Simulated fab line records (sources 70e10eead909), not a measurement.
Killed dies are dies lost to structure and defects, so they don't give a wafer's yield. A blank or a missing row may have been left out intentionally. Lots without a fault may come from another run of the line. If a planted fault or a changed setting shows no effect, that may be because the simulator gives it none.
Chamber matching | flow nand harc | NHARC_A_CHANNEL_FILL_D1_ALD_25 on ald hk-01: 4 sister chambers
The step deposits SiOx, target thk 60 nm, pulse time 10 s, ald cycles 600. 16 wafers are shown with their chamber, then 8 later ones without.

WAFERS PAIRED WITH THEIR CHAMBERS
wafer  | chamber | heater power w (W) | precursor pulse height rel
L927.2 | 0       | 510                | 1.007
L927.4 | 1       | 506                | 0.978
L927.5 | 1       | 512                | 0.974
L930.1 | 0       | 509                | 0.919
L930.3 | 2       | 483                | 1.029
L930.6 | 3       | 548                | 1.014
L933.4 | 1       | 497                | 1.018
L933.1 | 3       | 570                | 0.969
L933.6 | 1       | 502                | 0.970
L941.1 | 3       | 549                | 1.024
L941.2 | 0       | 526                | 1.015
L941.4 | 2       | 516                | 0.990
L943.4 | 0       | 526                | 0.989
L943.5 | 2       | 532                | 1.023
L943.6 | 3       | 559                | 1.023
L944.2 | 0       | 511                | 0.978

SIGNATURES (averages over the wafers above)
reading                    | chamber 0 | chamber 1 | chamber 2 | chamber 3 | scatter within a chamber
heater power w             | 516.40    | 504.25    | 510.33    | 556.50    | 12.9
precursor pulse height rel | 0.98160   | 0.98500   | 1.01400   | 1.00750   | 0.0291
Rule: distance of a wafer from a chamber = root of the sum over the readings of ((wafer's reading minus chamber's mean) / reading's scatter) squared. The wafer belongs to the nearest chamber; if the next one is less than 2 further off, it can't be placed. The scatter: take each reading less its chamber's mean, square it, sum over the shown wafers, divide by the number of wafers less the number of chambers, and take the root.

WAFERS WITH NO CHAMBER GIVEN
wafer  | heater power w (W) | precursor pulse height rel
L944.3 | 539                | 0.995
L944.5 | 511                | 0.979
L947.1 | 486                | 0.988
L947.3 | 552                | 1.013
L947.6 | 501                | 1.001
L948.2 | 516                | 1.046
L948.5 | 555                | 0.993
L948.6 | 499                | 0.982

THE CHAMBER EACH PASSED THROUGH
wafer  | from the rows above               | in truth
L944.3 | can't be placed: 3 or 0 or 2 or 1 | 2
L944.5 | can't be placed: 0 or 1 or 2      | 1
L947.1 | can't be placed: 1 or 2 or 0      | 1
L947.3 | 3                                 | 3
L947.6 | can't be placed: 1 or 2 or 0      | 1
L948.2 | can't be placed: 2 or 0 or 1      | 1
L948.5 | 3                                 | 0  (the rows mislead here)
L948.6 | can't be placed: 1 or 0 or 2      | 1
Correctly placed: 1 of 8. Can't be placed from these rows: 6 (the true chamber is among the candidates in 6). 1 placed wrongly.
